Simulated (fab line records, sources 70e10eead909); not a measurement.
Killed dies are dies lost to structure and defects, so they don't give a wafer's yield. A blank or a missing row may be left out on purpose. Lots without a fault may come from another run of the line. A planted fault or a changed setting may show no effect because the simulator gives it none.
Chamber matching | flow nand_harc | NHARC_A_CONTACT_ETCH_75 on rie_diel-01: 4 sister chambers
The step etches the open film in CF4, target depth 39 nm, time 65 s. 14 wafers are shown with their chamber, then 7 later ones without.

WAFERS WITH THEIR CHAMBER
wafer  | chamber | showerhead_plenum_p_Torr (Torr) | drypump_motor_current_A (A) | oes_product_au (a.u.)
L074.1 | 2       | 1.70                            | 5.69                        | 1.007
L074.3 | 3       | 1.74                            | 5.75                        | 1.003
L074.5 | 2       | 1.70                            | 5.71                        | 1.008
L077.3 | 2       | 1.70                            | 5.72                        | 1.007
L077.4 | 3       | 1.74                            | 5.76                        | 1.004
L077.5 | 3       | 1.74                            | 5.76                        | 1.007
L084.2 | 1       | 1.90                            | 5.95                        | 0.995
L084.3 | 3       | 1.74                            | 5.76                        | 0.992
L084.6 | 0       | 1.82                            | 6.37                        | 1.011
L088.2 | 0       | 1.81                            | 6.37                        | 1.000
L088.5 | 2       | 1.69                            | 5.70                        | 1.009
L088.6 | 3       | 1.74                            | 5.78                        | 1.001
L090.1 | 1       | 1.90                            | 5.98                        | 0.994
L090.2 | 2       | 1.69                            | 5.72                        | 1.006

SIGNATURES (means of the wafers above)
reading                  | chamber 0 | chamber 1 | chamber 2 | chamber 3 | scatter within a chamber
showerhead_plenum_p_Torr | 1.8150    | 1.9000    | 1.6960    | 1.7400    | 0.00412
drypump_motor_current_A  | 6.3700    | 5.9650    | 5.7080    | 5.7620    | 0.0127
oes_product_au           | 1.00550   | 0.99450   | 1.00740   | 1.00140   | 0.00442
Rule: a wafer's distance from a chamber is the root of the sum, over the readings, of the square of ((its reading less the chamber's mean) divided by the reading's scatter). The wafer belongs to the nearest chamber; if the next one is less than 2 further off, it can't be placed. The scatter: the root of (the sum of the squares of (reading less its chamber's mean) over the shown wafers, divided by (wafers less chambers)).

WAFERS WITHOUT THEIR CHAMBER
wafer  | showerhead_plenum_p_Torr (Torr) | drypump_motor_current_A (A) | oes_product_au (a.u.)
L090.4 | 1.74                            | 5.76                        | 1.004
L091.1 | 1.81                            | 6.37                        | 1.003
L091.3 | 1.74                            | 5.78                        | 1.002
L091.5 | 1.90                            | 5.91                        | 1.003
L094.1 | 1.89                            | 5.89                        | 0.996
L094.3 | 1.69                            | 5.69                        | 1.009
L094.5 | 1.73                            | 5.76                        | 1.000

WHICH CHAMBER EACH WENT THROUGH
wafer  | from the rows above | in truth
L090.4 | 3                   | 3
L091.1 | 0                   | 0
L091.3 | 3                   | 3
L091.5 | 1                   | 1
L094.1 | 1                   | 1
L094.3 | 2                   | 2
L094.5 | 3                   | 3
Placed correctly: 7 of 7. Can't be placed from these rows: 0. Placed wrongly: 0.
